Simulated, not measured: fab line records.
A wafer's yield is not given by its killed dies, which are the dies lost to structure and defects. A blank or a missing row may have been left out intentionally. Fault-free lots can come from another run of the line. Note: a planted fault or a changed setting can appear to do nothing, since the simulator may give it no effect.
Which of the tools did it? ; flow n5 finfet ; 24 lots with 72 wafers sampled at 6 steps, on a route of 1938 steps

## WHAT THE GAUGES READ, wafer by wafer
N5_BEOL_M13_INSPECT_55: inspects for defects (darkfield).
lot;measured;on;raw defect count
L074;day 12 16:12;defect inspect-02;120 77 69
L075;day 14 00:26;defect inspect-02;75 45 76
L076;day 14 08:34;defect inspect-01;70 73 78
L077;day 14 12:43;defect inspect-02;89 85 75
L078;day 15 01:55;defect inspect-02;37 61 45
L080;day 15 06:34;defect inspect-01;42 46 52
L081;day 15 12:40;defect inspect-02;69 69 54
L083;day 15 13:04;defect inspect-02;75 46 64
L082;day 15 21:10;defect inspect-01;48 63 44
L084;day 15 23:02;defect inspect-01;81 85 99
L086;day 16 12:02;defect inspect-01;101 74 96
L092;day 16 13:53;defect inspect-01;42 45 49
L085;day 16 16:28;defect inspect-01;64 78 69
L088;day 17 02:17;defect inspect-01;71 68 77
L087;day 17 09:17;defect inspect-01;58 100 112
L089;day 17 11:50;defect inspect-02;71 62 80
L090;day 17 14:44;defect inspect-01;44 51 42
L091;day 17 20:14;defect inspect-01;173 51 82
L093;day 17 23:14;defect inspect-01;85 67 80
L097;day 18 23:18;defect inspect-01;63 53 57
L096;day 19 01:57;defect inspect-02;74 43 38
L079;day 19 04:04;defect inspect-02;105 53 95
L094;day 19 18:35;defect inspect-02;35 50 61
L095;day 19 22:56;defect inspect-01;69 76 70

N5_BEOL_M14_OVL_MEAS_29.
lot;measured;on;M14_OVL (nm)
L074;day 12 17:50;overlay-02;5 4 5
L075;day 14 02:03;overlay-02;5 5 -2
L076;day 14 10:01;overlay-01;14 14 15
L077;day 14 14:20;overlay-02;3 8 1
L078;day 15 03:20;overlay-02;7 6 9
L080;day 15 08:14;overlay-02;1 1 -4
L081;day 15 14:05;overlay-02;3 9 12
L083;day 15 15:07;overlay-01;4 -4 4
L082;day 15 22:38;overlay-01;3 1 -2
L084;day 16 01:05;overlay-01;11 9 8
L086;day 16 13:40;overlay-01;0 4 -2
L092;day 16 15:36;overlay-01;9 2 8
L085;day 16 18:10;overlay-01;6 3 7
L088;day 17 03:57;overlay-02;4 6 -5
L087;day 17 10:57;overlay-02;-3 -6 -5
L089;day 17 13:23;overlay-01;-6 -5 0
L090;day 17 16:14;overlay-01;4 2 9
L091;day 17 21:46;overlay-01;5 -2 5
L093;day 18 00:47;overlay-02;6 9 8
L097;day 19 00:58;overlay-01;6 1 -1
L096;day 19 03:29;overlay-02;5 9 3
L079;day 19 05:37;overlay-02;3 -1 -6
L094;day 19 20:30;overlay-02;10 5 2
L095;day 20 00:45;overlay-01;-5 -4 -5

N5_PASSIVATION_CD_MEAS_30: target cd 4000 nm.
lot;measured;on;cd nm (nm)
L074;day 13 14:06;cd sem-02;3998.5 3999.8 3999.2
L075;day 15 00:41;cd sem-01;4000.5 4001.9 4001.3
L076;day 15 05:37;cd sem-02;4000.8 3999.1 3999.0
L077;day 15 15:40;cd sem-01;4000.5 4000.7 3998.3
L078;day 15 22:45;cd sem-02;4000.6 4000.3 4001.0
L080;day 16 10:59;cd sem-01;3997.2 3999.5 3998.8
L081;day 16 11:43;cd sem-02;4001.5 3998.6 4000.6
L083;day 16 15:17;cd sem-01;4001.8 4000.6 4001.4
L082;day 16 21:47;cd sem-03;4000.5 3999.7 4001.8
L084;day 17 09:07;cd sem-03;3998.4 3999.7 3999.4
L086;day 17 14:04;cd sem-03;4001.9 4001.5 4000.4
L092;day 17 18:36;cd sem-02;4003.2 4002.0 4002.9
L085;day 17 17:50;cd sem-01;3999.3 3997.8 3997.1
L088;day 17 22:58;cd sem-01;4002.6 4001.0 4000.3
L087;day 18 12:54;cd sem-01;4001.1 4001.1 3999.8
L089;day 18 11:44;cd sem-02;4000.7 4001.7 4001.6
L090;day 18 12:05;cd sem-03;4000.4 3998.5 3998.6
L091;day 18 18:16;cd sem-03;3999.4 3998.0 3998.6
L093;day 18 22:06;cd sem-03;3999.4 4000.0 3998.3
L097;day 19 17:23;cd sem-02;3999.5 3999.9 3999.7
L096;day 20 01:56;cd sem-02;3998.6 3999.5 3998.1
L079;day 20 03:38;cd sem-03;4001.1 3998.9 3999.0
L094;day 20 17:27;cd sem-02;3999.8 3998.5 3998.9
L095;day 20 21:15;cd sem-02;3998.9 4000.2 3999.5

## WHAT TOOL EACH LOT RAN ON (gives the tool, then ch and the chambers of the sampled wafers, and finally the start)
lot;N5_BEOL_M13_ANNEAL_48;N5_PASSIVATION_PECVD_00;N5_MIM_TOP_DEGAS_04
L074;rtp anneal-02 ch 0, day 12 15:32;pecvd-01 ch 0,1,2, day 13 07:19;pvd sputter-03, day 13 08:49
L075;rtp anneal-01 ch 0, day 13 23:43;pecvd-02 ch 0,2, day 14 13:58;pvd sputter-02, day 14 17:47
L076;rtp anneal-01 ch 0, day 14 07:47;pecvd-01 ch 1,2, day 14 21:02;pvd sputter-01, day 14 23:25
L077;rtp anneal-01 ch 0, day 14 11:57;pecvd-04 ch 0,2, day 15 06:07;pvd sputter-01, day 15 07:49
L078;rtp anneal-01 ch 0, day 15 00:59;pecvd-01 ch 0,1,2, day 15 13:43;pvd sputter-03, day 15 15:20
L080;rtp anneal-02 ch 0, day 15 05:49;pecvd-04 ch 0,1, day 15 21:06;pvd sputter-01, day 16 00:06
L081;rtp anneal-02 ch 0, day 15 11:56;pecvd-04 ch 0,1, day 16 02:49;pvd sputter-03, day 16 04:14
L083;rtp anneal-01 ch 0, day 15 12:20;pecvd-02 ch 1,2, day 16 02:55;pvd sputter-03, day 16 09:16
L082;rtp anneal-02 ch 0, day 15 20:29;pecvd-02 ch 0,1, day 16 14:18;pvd sputter-01, day 16 16:07
L084;rtp anneal-02 ch 0, day 15 22:23;pecvd-04 ch 0,2, day 17 01:50;pvd sputter-02, day 17 04:31
L086;rtp anneal-01 ch 0, day 16 11:20;pecvd-04 ch 0,1,2, day 17 03:14;pvd sputter-03, day 17 07:31
L092;rtp anneal-01 ch 0, day 16 13:11;pecvd-01 ch 0,1,2, day 17 07:22;pvd sputter-01, day 17 12:37
L085;rtp anneal-01 ch 0, day 16 15:47;pecvd-01 ch 0,2, day 17 06:31;pvd sputter-01, day 17 12:29
L088;rtp anneal-01 ch 0, day 17 01:35;pecvd-01 ch 0,1,2, day 17 16:16;pvd sputter-01, day 17 17:58
L087;rtp anneal-02 ch 0, day 17 08:36;pecvd-01 ch 0,1,2, day 17 23:45;pvd sputter-01, day 18 01:19
L089;rtp anneal-02 ch 0, day 17 11:07;pecvd-04 ch 0,1, day 18 00:28;pvd sputter-01, day 18 01:36
L090;rtp anneal-02 ch 0, day 17 14:02;pecvd-02 ch 0,2, day 18 00:58;pvd sputter-01, day 18 03:47
L091;rtp anneal-01 ch 0, day 17 19:29;pecvd-01 ch 0,1,2, day 18 08:14;pvd sputter-03, day 18 11:26
L093;rtp anneal-01 ch 0, day 17 22:34;pecvd-02 ch 0,1, day 18 13:07;pvd sputter-03, day 18 16:47
L097;rtp anneal-02 ch 0, day 18 22:33;pecvd-04 ch 1,2, day 19 09:46;pvd sputter-01, day 19 11:50
L096;rtp anneal-02 ch 0, day 19 01:12;pecvd-02 ch 0,2, day 19 14:43;pvd sputter-01, day 19 19:32
L079;rtp anneal-01 ch 0, day 19 03:19;pecvd-02 ch 0,1,2, day 19 15:19;pvd sputter-02, day 19 19:32
L094;rtp anneal-01 ch 0, day 19 17:49;pecvd-04 ch 0,1, day 20 08:05;pvd sputter-02, day 20 10:40
L095;rtp anneal-02 ch 0, day 19 22:12;pecvd-04 ch 0,1, day 20 13:23;pvd sputter-01, day 20 14:50
- N5_BEOL_M13_ANNEAL_48: time 90 s.
- N5_PASSIVATION_PECVD_00: deposits SiO2 from SiH4/N2O, target thk 200 nm, time 11.2 s.
- N5_MIM_TOP_DEGAS_04: time 60 s.

## WHAT THE TOOLS THEMSELVES READ (means of the sampled wafers that have a number; where no wafer has one, the mark that the record gives instead)
N5_BEOL_M13_ANNEAL_48.
lot;tool;wafer_temp_C_max
L074;rtp anneal-02;226.09
L075;rtp anneal-01;225.91
L076;rtp anneal-01;225.70
L077;rtp anneal-01;225.89
L078;rtp anneal-01;225.91
L080;rtp anneal-02;225.84
L081;rtp anneal-02;226.00
L083;rtp anneal-01;225.73
L082;rtp anneal-02;225.99
L084;rtp anneal-02;225.75
L086;rtp anneal-01;225.89
L092;rtp anneal-01;225.97
L085;rtp anneal-01;225.72
L088;rtp anneal-01;225.97
L087;rtp anneal-02;226.25
L089;rtp anneal-02;226.03
L090;rtp anneal-02;225.70
L091;rtp anneal-01;225.90
L093;rtp anneal-01;225.67
L097;rtp anneal-02;225.85
L096;rtp anneal-02;225.98
L079;rtp anneal-01;225.69
L094;rtp anneal-01;225.87
L095;rtp anneal-02;226.01

N5_PASSIVATION_PECVD_00.
lot;tool;heater power w (W);rf fwd power W (W);showerhead plenum p Torr (Torr);throttle valve pct (%)
L074;pecvd-01;771;602.2;8.10;50.5
L075;pecvd-02;712;601.6;8.09;52.1
L076;pecvd-01;796;603.4;8.06;51.7
L077;pecvd-04;675;602.3;8.13;51.2
L078;pecvd-01;735;600.0;8.10;49.3
L080;pecvd-04;784;603.2;8.18;52.2
L081;pecvd-04;605;603.8;8.17;52.0
L083;pecvd-02;736;596.9;8.05;51.2
L082;pecvd-02;680;599.3;8.01;52.2
L084;pecvd-04;590;602.4;8.13;51.5
L086;pecvd-04;630;602.7;8.15;52.0
L092;pecvd-01;731;600.4;8.10;49.5
L085;pecvd-01;704;601.0;8.09;48.3
L088;pecvd-01;717;599.5;8.11;49.4
L087;pecvd-01;704;601.1;8.12;49.7
L089;pecvd-04;721;602.0;8.18;52.3
L090;pecvd-02;825;600.3;8.12;51.8
L091;pecvd-01;714;601.2;8.09;49.7
L093;pecvd-02;632;598.7;7.99;48.3
L097;pecvd-04;711;600.2;8.13;52.0
L096;pecvd-02;646;600.2;8.09;52.4
L079;pecvd-02;769;599.7;8.06;50.3
L094;pecvd-04;699;602.0;8.17;52.0
L095;pecvd-04;721;602.9;8.17;51.9

N5_MIM_TOP_DEGAS_04.
lot;tool;heater power w (W)
L074;pvd sputter-03;475
L075;pvd sputter-02;477
L076;pvd sputter-01;485
L077;pvd sputter-01;524
L078;pvd sputter-03;445
L080;pvd sputter-01;523
L081;pvd sputter-03;466
L083;pvd sputter-03;439
L082;pvd sputter-01;493
L084;pvd sputter-02;459
L086;pvd sputter-03;479
L092;pvd sputter-01;490
L085;pvd sputter-01;461
L088;pvd sputter-01;502
L087;pvd sputter-01;517
L089;pvd sputter-01;459
L090;pvd sputter-01;483
L091;pvd sputter-03;447
L093;pvd sputter-03;475
L097;pvd sputter-01;501
L096;pvd sputter-01;498
L079;pvd sputter-02;474
L094;pvd sputter-02;441
L095;pvd sputter-01;505

## THE ANSWER, worked out from the rows above alone
Rule: usual is defined by the lots themselves. The widest of any qualifying gaps counts: lots, ordered by their means at a reading, are off when they make up no more than a third of the lots, leave a main group of 4 or more, and stand apart from it by 3 or more times the standard deviation of that group's means. The tables above print the reading to a certain number of digits; a main group whose means all agree to those digits is not used. A lot without any number at a reading at which 4 lots or more have one is off too. Any other lot the step has rows for is counted as sound. Order of review: gauges by route order, followed by the tools' own readings, for which a lot's mean as printed above is used. The first step at which some lot is off is used, and at that step the reading that is off furthest; a lot without a number counts as furthest.
No lot is off on any of the readings shown, so nothing can be concluded from this.

## WHAT WAS PUT IN BY THE SIMULATOR
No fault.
